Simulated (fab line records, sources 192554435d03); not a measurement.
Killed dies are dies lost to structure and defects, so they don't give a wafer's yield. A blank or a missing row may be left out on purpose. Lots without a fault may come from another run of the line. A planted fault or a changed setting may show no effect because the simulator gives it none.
Which tool did it? | flow n5_finfet | 7 lots, 21 wafers sampled, at 9 steps of a route of 1938

WHAT THE GAUGES READ, wafer by wafer
N5_SPACER0_INSPECT_04: inspects for defects (darkfield).
lot  | measured    | on                | raw_defect_count
L898 | day 3 02:30 | defect_inspect-02 | 230 143 167
L906 | day 5 05:03 | defect_inspect-01 | 154 151 155
L908 | day 5 16:08 | defect_inspect-01 | 161 179 118
L911 | day 6 08:34 | defect_inspect-01 | 135 893 156
L917 | day 7 20:52 | defect_inspect-02 | 166 135 109
L920 | day 8 12:07 | defect_inspect-02 | 159 169 142
L921 | day 8 23:41 | defect_inspect-02 | 210 186 174

N5_SD_EPI_N_INSPECT_11: inspects for defects (macro).
lot  | measured    | on                | raw_defect_count
L898 | day 3 02:57 | defect_inspect-01 | 1 3 2
L906 | day 5 05:30 | defect_inspect-02 | 0 2 2
L908 | day 5 16:35 | defect_inspect-01 | 3 2 4
L911 | day 6 09:01 | defect_inspect-01 | 3 >300 1
L917 | day 7 21:12 | defect_inspect-02 | 1 0 2
L920 | day 8 12:27 | defect_inspect-02 | 1 2 3
L921 | day 9 00:01 | defect_inspect-02 | 2 3 1

N5_SD_EPI_N_INSPECT_26: inspects for defects (darkfield).
lot  | measured    | on                | raw_defect_count
L898 | day 3 10:11 | defect_inspect-01 | 264 192 197
L906 | day 5 09:44 | defect_inspect-02 | 268 215 240
L908 | day 5 20:36 | defect_inspect-01 | 191 248 148
L911 | day 6 14:51 | defect_inspect-01 | 185 942 220
L917 | day 8 01:22 | defect_inspect-01 | 205 190 137
L920 | day 8 17:28 | defect_inspect-02 | 273 223 180
L921 | day 9 04:12 | defect_inspect-02 | 279 233 250

N5_SD_ACTIVATION_INSPECT_02: inspects for defects (darkfield).
lot  | measured    | on                | raw_defect_count
L898 | day 3 18:09 | defect_inspect-02 | 281 183 179
L906 | day 5 14:44 | defect_inspect-02 | 252 201 230
L908 | day 6 01:50 | defect_inspect-02 | 187 179 127
L911 | day 6 19:58 | defect_inspect-02 | 195 930 195
L917 | day 8 08:13 | defect_inspect-02 | 208 204 190
L920 | day 8 22:25 | defect_inspect-01 | 202 162 162
L921 | day 9 09:10 | defect_inspect-02 | 255 200 245

N5_BEOL_M4_RC_MEAS_101.
lot  | measured     | on        | DIBL_N (mV/V)  | DIBL_P (mV/V)  | IOFF_N (nA/um)    | IOFF_P (nA/um) | ION_N (uA/um) | ION_P (uA/um) | SS_N (mV/dec)  | SS_P (mV/dec)  | VT_N (mV)   | VT_P (mV)
L898 | day 8 20:48  | prober-02 | 35.8 36.6 36.6 | 37.4 37.3 37.5 | 0.150 0.153 0.164 | 0.20 0.20 0.21 | 673 659 671   | 460 447 459   | 71.2 71.3 71.5 | 73.4 73.6 73.1 | 248 251 251 | -251 -252 -254
L906 | day 11 16:36 | prober-01 | 35.4 34.2 36.1 | 35.6 34.4 38.2 | 0.146 0.130 0.167 | 0.17 0.15 0.20 | 671 657 672   | 458 442 455   | 71.8 72.3 72.0 | 72.9 72.1 73.4 | 250 255 249 | -255 -256 -251
L908 | day 11 11:47 | prober-02 | 37.8 37.7 35.8 | 38.0 36.4 34.1 | 0.182 0.181 0.142 | 0.23 0.19 0.16 | 673 684 659   | 463 456 445   | 71.8 72.6 71.4 | 73.8 73.7 72.9 | 250 249 253 | -252 -254 -255
L911 | day 12 14:15 | prober-02 | 39.6 37.1 38.9 | 38.4 35.3 36.7 | 0.228 0.165 0.199 | 0.24 0.20 0.22 | 701 671 681   | 467 455 456   | 72.1 71.9 71.9 | 73.0 73.3 73.1 | 246 248 248 | -248 -252 -251
L917 | day 13 05:46 | prober-02 | 39.8 34.7 37.9 | 38.1 34.4 36.6 | 0.211 0.128 0.181 | 0.25 0.20 0.24 | 673 667 677   | 456 459 458   | 72.7 70.1 72.7 | 74.5 72.9 73.4 | 243 251 246 | -251 -249 -248
L920 | day 14 19:29 | prober-01 | 36.1 37.3 33.1 | 37.1 39.1 34.9 | 0.157 0.196 0.117 | 0.22 0.26 0.19 | 657 689 652   | 458 472 460   | 71.7 71.7 70.8 | 73.4 73.6 72.5 | 253 247 253 | -250 -248 -250
L921 | day 14 23:20 | prober-02 | 37.0 32.8 32.9 | 37.7 33.8 34.5 | 0.179 0.114 0.119 | 0.27 0.20 0.23 | 671 657 660   | 468 466 464   | 72.1 70.8 70.8 | 73.9 72.3 73.0 | 248 255 249 | -245 -246 -247

WHICH TOOL RAN EACH LOT (tool, then ch and the chambers of the sampled wafers, then the start)
lot  | N5_DUMMY_GATE_ETCH_29             | N5_DUMMY_GATE_STRIP_41            | N5_DUMMY_GATE_ETCH_23           | N5_SPACER0_ALD_00
L898 | rie_diel-05 ch 0,2, day 3 00:48   | rie_diel-05 ch 0,2,3, day 3 01:12 | rie_si-05 ch 0,1,2, day 3 01:26 | ald_sin-03 ch 0,3, day 3 02:05
L906 | rie_diel-05 ch 0,1,3, day 5 02:14 | rie_diel-05 ch 1,2,3, day 5 02:40 | rie_si-05 ch 0,1,2, day 5 02:54 | ald_sin-01 ch 0,1,3, day 5 04:38
L908 | rie_diel-05 ch 0,2, day 5 14:04   | rie_diel-04 ch 0,3, day 5 14:28   | rie_si-04 ch 0,1,3, day 5 14:42 | ald_sin-01 ch 2,3, day 5 15:43
L911 | rie_diel-05 ch 1,2,3, day 6 06:21 | rie_diel-02 ch 2,3, day 6 06:50   | rie_si-04 ch 1,2, day 6 07:04   | ald_sin-01 ch 1,2,3, day 6 08:09
L917 | rie_diel-02 ch 0,2,3, day 7 17:53 | rie_diel-02 ch 0,1,3, day 7 18:32 | rie_si-04 ch 0,2,3, day 7 18:46 | ald_sin-02 ch 0,2,3, day 7 20:27
L920 | rie_diel-05 ch 0,1,2, day 8 10:17 | rie_diel-05 ch 0,1,3, day 8 10:41 | rie_si-02 ch 0,1,3, day 8 10:55 | ald_sin-02 ch 1,2,3, day 8 11:43
L921 | rie_diel-04 ch 0,1,2, day 8 19:58 | rie_diel-02 ch 0,2,3, day 8 20:23 | rie_si-02 ch 0,1,2, day 8 20:37 | ald_sin-02 ch 1,3, day 8 23:16
- N5_DUMMY_GATE_ETCH_29: etches underlayer in N2/H2, target depth 13 nm.
- N5_DUMMY_GATE_STRIP_41: strips in O2.
- N5_DUMMY_GATE_ETCH_23: etches poly-Si in HBr/Cl2/O2, target depth 41 nm, time 22.3 s.
- N5_SPACER0_ALD_00: deposits SiOCN, target thk 3.5 nm, pulse time 3 s, purge time 2 s.

WHAT THE TOOLS THEMSELVES READ (means of the sampled wafers that have a number; where no wafer has one, the mark that the record gives instead)
N5_DUMMY_GATE_ETCH_29.
lot  | tool        | drypump_motor_current_A (A) | h2_flow_sccm (sccm) | oes_product_au (a.u.) | rf_vpp_V (V) | showerhead_plenum_p_Torr (Torr) | throttle_valve_pct (%)
L898 | rie_diel-05 | 5.5                         | 199.6               | 0.81                  | 522          | 2.47                            | 17.97
L906 | rie_diel-05 | 5.9                         | 200.8               | 0.77                  | 523          | 2.57                            | 18.06
L908 | rie_diel-05 | 5.4                         | 200.8               | 0.75                  | 521          | 2.44                            | 18.11
L911 | rie_diel-05 | 5.9                         | 200.4               | 0.80                  | 526          | 2.58                            | 17.98
L917 | rie_diel-02 | 5.8                         | 200.1               | 0.86                  | 525          | 2.59                            | 18.01
L920 | rie_diel-05 | 5.7                         | 200.0               | 0.73                  | 521          | 2.48                            | 18.17
L921 | rie_diel-04 | 5.4                         | 199.9               | 0.83                  | 527          | 2.64                            | 17.88

N5_DUMMY_GATE_STRIP_41.
lot  | tool        | drypump_motor_current_A (A) | oes_product_au (a.u.) | rf_vpp_V (V) | showerhead_plenum_p_Torr (Torr) | throttle_valve_pct (%)
L898 | rie_diel-05 | 5.6                         | 0.84                  | 3.4          | 2.09                            | 16.60
L906 | rie_diel-05 | 5.9                         | 0.83                  | 3.5          | 2.12                            | 16.69
L908 | rie_diel-04 | 5.3                         | 0.73                  | 3.6          | 2.00                            | 16.94
L911 | rie_diel-02 | 5.8                         | 0.94                  | 3.5          | 2.17                            | 16.53
L917 | rie_diel-02 | 5.5                         | 0.88                  | 3.6          | 2.07                            | 16.72
L920 | rie_diel-05 | 5.9                         | 0.76                  | 3.3          | 2.10                            | 16.75
L921 | rie_diel-02 | 5.7                         | 0.84                  | 3.8          | 2.12                            | 16.71

N5_DUMMY_GATE_ETCH_23.
lot  | tool      | drypump_motor_current_A (A) | he_backside_leak_sccm (sccm) | mfc_cl2_sccm (sccm) | oes_product_au (a.u.) | throttle_valve_pct (%)
L898 | rie_si-05 | 6.1                         | 2.75                         | 80.11               | 0.980                 | 37.28
L906 | rie_si-05 | 6.1                         | 2.76                         | 80.15               | 0.982                 | 37.28
L908 | rie_si-04 | 5.5                         | 2.72                         | 79.86               | 0.998                 | 37.07
L911 | rie_si-04 | 5.7                         | 3.01                         | 79.94               | 1.006                 | 37.21
L917 | rie_si-04 | 5.7                         | 2.66                         | 80.15               | 0.992                 | 37.21
L920 | rie_si-02 | 5.8                         | 2.59                         | 80.08               | 0.985                 | 37.71
L921 | rie_si-02 | 5.5                         | 2.58                         | 79.93               | 1.008                 | 37.68

N5_SPACER0_ALD_00.
lot  | tool       | heater_power_w (W) | precursor_pulse_height_rel
L898 | ald_sin-03 | 751                | 1.017
L906 | ald_sin-01 | 858                | 1.007
L908 | ald_sin-01 | 877                | 1.002
L911 | ald_sin-01 | 847                | 1.006
L917 | ald_sin-02 | 942                | 0.992
L920 | ald_sin-02 | 908                | 1.011
L921 | ald_sin-02 | 902                | 0.999

THE ANSWER, worked out from the rows above alone
Rule: what is usual is taken from the lots themselves. Put in order of their means at a reading, lots are off if they are a third of the lots or fewer, leave a main group of 4 or more, and stand apart from it by a gap of 3 or more times the standard deviation of the main group's means; of several such gaps the widest counts. A main group whose means are all the same, to the digits that the tables above print for the reading, isn't used. A lot without any number at a reading at which 4 lots or more have one is off too. The other lots that the step has rows for count as sound. The gauges are gone through in route order, then the tools' own readings, and for those a lot's mean is taken as printed above. The first step at which some lot is off is used, and at that step the reading that is off furthest; a lot without a number counts as furthest.
Off: L911, at N5_SPACER0_INSPECT_04 (raw_defect_count). The main group: mean 162, standard deviation 18.
A tool fits if, at a process step before that reading, it ran every lot that is off, and no sound lot after the first of them. The gauges at N5_SPACER0_INSPECT_04 aren't tried: what is off there is off at N5_SD_ACTIVATION_INSPECT_02 too, on other tools, and a gauge's error can't cause that. One fits: ald_sin-01 at N5_SPACER0_ALD_00. Its last sound lot is L908 (day 5 15:43), its first lot that is off L911 (day 6 08:09): a fault that began between those two fits.

WHAT THE SIMULATOR HAD PUT IN
Chamber particle source: ald_sin-01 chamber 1, from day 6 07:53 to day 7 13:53, at N5_SPACER0_ALD_00. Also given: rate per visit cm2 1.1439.
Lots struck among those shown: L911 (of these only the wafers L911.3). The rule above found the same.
